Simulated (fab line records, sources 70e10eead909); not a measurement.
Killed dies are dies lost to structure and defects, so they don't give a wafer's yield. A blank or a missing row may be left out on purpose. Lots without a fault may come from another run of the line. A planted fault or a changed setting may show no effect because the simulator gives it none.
Which tool did it? | flow nand_harc | 12 lots, 36 wafers sampled, at 5 steps of a route of 1159

WHAT THE GAUGES READ, wafer by wafer
NHARC_A_CHANNEL_HOLE_D1_INSPECT_40.
lot  | measured     | on                | raw_defect_count
L181 | day 8 08:31  | defect_inspect-02 | 48 61 46
L182 | day 9 06:27  | defect_inspect-02 | 44 43 53
L183 | day 9 06:36  | defect_inspect-02 | 65 71 42
L185 | day 9 21:31  | defect_inspect-01 | 85 51 49
L184 | day 9 21:40  | defect_inspect-01 | 74 67 103
L187 | day 10 13:38 | defect_inspect-01 | 73 46 46
L189 | day 10 18:56 | defect_inspect-01 | 44 67 70
L190 | day 10 20:04 | defect_inspect-01 | 740 762 810
L193 | day 11 21:40 | defect_inspect-02 | 773 759 778
L199 | day 13 02:04 | defect_inspect-01 | 98 112 102
L200 | day 13 17:35 | defect_inspect-01 | 72 70 71
L203 | day 14 12:04 | defect_inspect-02 | 54 47 52

NHARC_END_SORT_01.
lot  | measured     | on        | killed_at_array | killed_at_other | killed_at_periphery | killed_dies | killed_open | killed_short
L190 | day 22 02:29 | prober-01 | 112 102 74      | 2 1 0           | 7 5 6               | 121 108 80  | 3 1 4       | 3 2 0
L193 | day 22 09:26 | prober-02 | 103 54 59       | 0 0 0           | 2 5 3               | 105 59 62   | 1 1 5       | 4 2 2

WHICH TOOL RAN EACH LOT (tool, then ch and the chambers of the sampled wafers, then the start)
lot  | NHARC_P_BONDPAD_ETCH_12                       | NHARC_P_BONDPAD_ETCH_24                       | NHARC_A_CHANNEL_HOLE_D1_ETCH_19
L181 | rie_diel-13 ch 1,3, day 8 02:50 or earlier    | rie_diel-13 ch 1,2,3, day 8 02:50 or earlier  | har_etch-01 ch 0,1, day 8 02:50
L182 | rie_diel-13 ch 0,3, day 7 03:44 or earlier    | rie_diel-13 ch 0,2, day 7 03:44               | har_etch-02 ch 0,1, day 9 00:38
L183 | rie_diel-08 ch 0,1,2, day 9 00:54 or earlier  | rie_diel-08 ch 1,2,3, day 9 00:54 or earlier  | har_etch-01 ch 0,1, day 9 00:54
L185 | rie_diel-13 ch 2,3, day 7 18:00               | rie_diel-13 ch 2,3, day 7 18:34               | har_etch-02 ch 0,1, day 9 15:47
L184 | rie_diel-13 ch 2,3, day 7 18:48               | rie_diel-13 ch 2,3, day 7 19:19               | har_etch-01 ch 0,1, day 9 16:01
L187 | rie_diel-13 ch 0,1, day 10 07:55 or earlier   | rie_diel-08 ch 1,2,3, day 10 07:55 or earlier | har_etch-02 ch 0,1, day 10 07:55
L189 | rie_diel-13 ch 2,3, day 8 16:44 or earlier    | rie_diel-13 ch 1,3, day 8 16:44               | har_etch-01 ch 1, day 10 13:16
L190 | rie_diel-08 ch 0,2,3, day 10 14:23 or earlier | rie_diel-08 ch 0,1,3, day 10 14:23 or earlier | har_etch-02 ch 0,1, day 10 14:23
L193 | rie_diel-13 ch 0,1,3, day 11 15:56 or earlier | rie_diel-09 ch 1,2,3, day 11 15:56 or earlier | har_etch-02 ch 0,1, day 11 15:56
L199 | rie_diel-13 ch 1,2, day 12 20:20 or earlier   | rie_diel-13 ch 0,2,3, day 12 20:20 or earlier | har_etch-01 ch 0,1, day 12 20:20
L200 | rie_diel-13 ch 0,1,3, day 13 11:53 or earlier | rie_diel-13 ch 0,1,3, day 13 11:53 or earlier | har_etch-01 ch 0,1, day 13 11:53
L203 | rie_diel-09 ch 0,2,3, day 14 06:25 or earlier | rie_diel-09 ch 2,3, day 14 06:25 or earlier   | har_etch-02 ch 0,1, day 14 06:25
- NHARC_P_BONDPAD_ETCH_12: etches the open film in CHF3/O2, target depth 200 nm, time 100 s.
- NHARC_P_BONDPAD_ETCH_24: etches the open film in CF4/N2, target depth 30 nm, time 72.99 s.
- NHARC_A_CHANNEL_HOLE_D1_ETCH_19: etches the open film in C4F8/O2/Ar, time 34.5 s.

WHAT THE TOOLS THEMSELVES READ (means of the sampled wafers that have a number; where no wafer has one, the mark that the record gives instead)
NHARC_P_BONDPAD_ETCH_12.
lot  | tool        | bias_w (W) | drypump_motor_current_A (A) | oes_product_au (a.u.) | rf_vpp_V (V) | showerhead_plenum_p_Torr (Torr) | throttle_valve_pct (%)
L181 | rie_diel-13 | 199.5      | 5.2                         | 0.926                 | 368.5        | 2.33                            | 20.573
L182 | rie_diel-13 | 199.7      | 5.9                         | 0.955                 | 370.7        | 2.42                            | 20.571
L183 | rie_diel-08 | 200.1      | 5.6                         | 0.948                 | 371.2        | 2.39                            | 20.573
L185 | rie_diel-13 | 199.5      | 5.5                         | 0.925                 | 368.7        | 2.32                            | 20.565
L184 | rie_diel-13 | 200.3      | 5.7                         | 0.930                 | 368.7        | 2.31                            | 20.567
L187 | rie_diel-13 | 199.5      | 5.9                         | 0.991                 | 370.0        | 2.41                            | 20.582
L189 | rie_diel-13 | 201.0      | 5.7                         | 0.920                 | 368.9        | 2.31                            | 20.571
L190 | rie_diel-08 | 199.7      | 5.7                         | 0.944                 | 369.4        | 2.35                            | 20.560
L193 | rie_diel-13 | 200.5      | 5.5                         | 0.942                 | 369.6        | 2.37                            | 20.578
L199 | rie_diel-13 | 199.1      | 5.4                         | 0.923                 | 368.7        | 2.30                            | 20.581
L200 | rie_diel-13 | 199.8      | 5.5                         | 0.974                 | 370.1        | 2.37                            | 20.566
L203 | rie_diel-09 | 200.5      | 5.5                         | 0.969                 | 369.8        | 2.37                            | 20.567

NHARC_P_BONDPAD_ETCH_24.
lot  | tool        | bias_w (W) | drypump_motor_current_A (A) | oes_product_au (a.u.) | rf_vpp_V (V) | showerhead_plenum_p_Torr (Torr) | throttle_valve_pct (%)
L181 | rie_diel-13 | 99.79      | 5.4                         | 0.995                 | 312.3        | 2.53                            | 19.784
L182 | rie_diel-13 | 99.77      | 6.2                         | 1.010                 | 314.5        | 2.63                            | 19.796
L183 | rie_diel-08 | 100.07     | 5.6                         | 0.997                 | 312.8        | 2.61                            | 19.799
L185 | rie_diel-13 | 99.95      | 5.5                         | 0.991                 | 312.8        | 2.54                            | 19.792
L184 | rie_diel-13 | 99.47      | 5.5                         | 0.999                 | 311.6        | 2.54                            | 19.796
L187 | rie_diel-08 | 99.86      | 5.6                         | 0.995                 | 314.2        | 2.60                            | 19.798
L189 | rie_diel-13 | 100.07     | 5.2                         | 1.009                 | 312.2        | 2.54                            | 19.799
L190 | rie_diel-08 | 100.06     | 5.7                         | 0.985                 | 313.0        | 2.53                            | 19.789
L193 | rie_diel-09 | 100.02     | 5.7                         | 0.995                 | 314.5        | 2.62                            | 19.795
L199 | rie_diel-13 | 99.98      | 5.8                         | 0.996                 | 312.8        | 2.58                            | 19.785
L200 | rie_diel-13 | 100.17     | 5.5                         | 1.000                 | 313.3        | 2.59                            | 19.788
L203 | rie_diel-09 | 100.24     | 5.9                         | 0.996                 | 314.1        | 2.64                            | 19.787

NHARC_A_CHANNEL_HOLE_D1_ETCH_19.
lot  | tool        | drypump_motor_current_A (A) | he_backside_leak_sccm (sccm) | showerhead_plenum_p_Torr (Torr) | throttle_valve_pct (%)
L181 | har_etch-01 | 5.2                         | 6.0                          | 3.84                            | 37.031
L182 | har_etch-02 | 5.6                         | 5.5                          | 3.72                            | 37.034
L183 | har_etch-01 | 5.0                         | 5.9                          | 3.79                            | 37.032
L185 | har_etch-02 | 5.6                         | 5.3                          | 3.72                            | 37.041
L184 | har_etch-01 | 5.0                         | 5.5                          | 3.78                            | 37.044
L187 | har_etch-02 | 5.6                         | 5.6                          | 3.71                            | 37.043
L189 | har_etch-01 | 5.4                         | 6.1                          | 3.86                            | 37.036
L190 | har_etch-02 | 5.6                         | 5.7                          | 3.71                            | 37.037
L193 | har_etch-02 | 5.5                         | 5.3                          | 3.78                            | 37.035
L199 | har_etch-01 | 5.0                         | 6.0                          | 3.76                            | 37.035
L200 | har_etch-01 | 5.2                         | 6.0                          | 3.80                            | 37.034
L203 | har_etch-02 | 5.5                         | 5.7                          | 3.76                            | 37.038

THE ANSWER, worked out from the rows above alone
Rule: what is usual is taken from the lots themselves. Put in order of their means at a reading, lots are off if they are a third of the lots or fewer, leave a main group of 4 or more, and stand apart from it by a gap of 3 or more times the standard deviation of the main group's means; of several such gaps the widest counts. A main group whose means are all the same, to the digits that the tables above print for the reading, isn't used. A lot without any number at a reading at which 4 lots or more have one is off too. The other lots that the step has rows for count as sound. The gauges are gone through in route order, then the tools' own readings, and for those a lot's mean is taken as printed above. The first step at which some lot is off is used, and at that step the reading that is off furthest; a lot without a number counts as furthest.
Off: L190, L193, at NHARC_A_CHANNEL_HOLE_D1_INSPECT_40 (raw_defect_count). The main group: mean 64, standard deviation 16.
A tool fits if, at a process step before that reading, it ran every lot that is off, and no sound lot after the first of them. The gauges at NHARC_A_CHANNEL_HOLE_D1_INSPECT_40 are tried like those tools. NHARC_P_BONDPAD_ETCH_12 gives no start for some lots, so the hours and the order of its lots are those of NHARC_A_CHANNEL_HOLE_D1_ETCH_19. NHARC_P_BONDPAD_ETCH_24 gives no start for some lots, so the hours and the order of its lots are those of NHARC_A_CHANNEL_HOLE_D1_ETCH_19. None of those tried fits.

WHAT THE SIMULATOR HAD PUT IN
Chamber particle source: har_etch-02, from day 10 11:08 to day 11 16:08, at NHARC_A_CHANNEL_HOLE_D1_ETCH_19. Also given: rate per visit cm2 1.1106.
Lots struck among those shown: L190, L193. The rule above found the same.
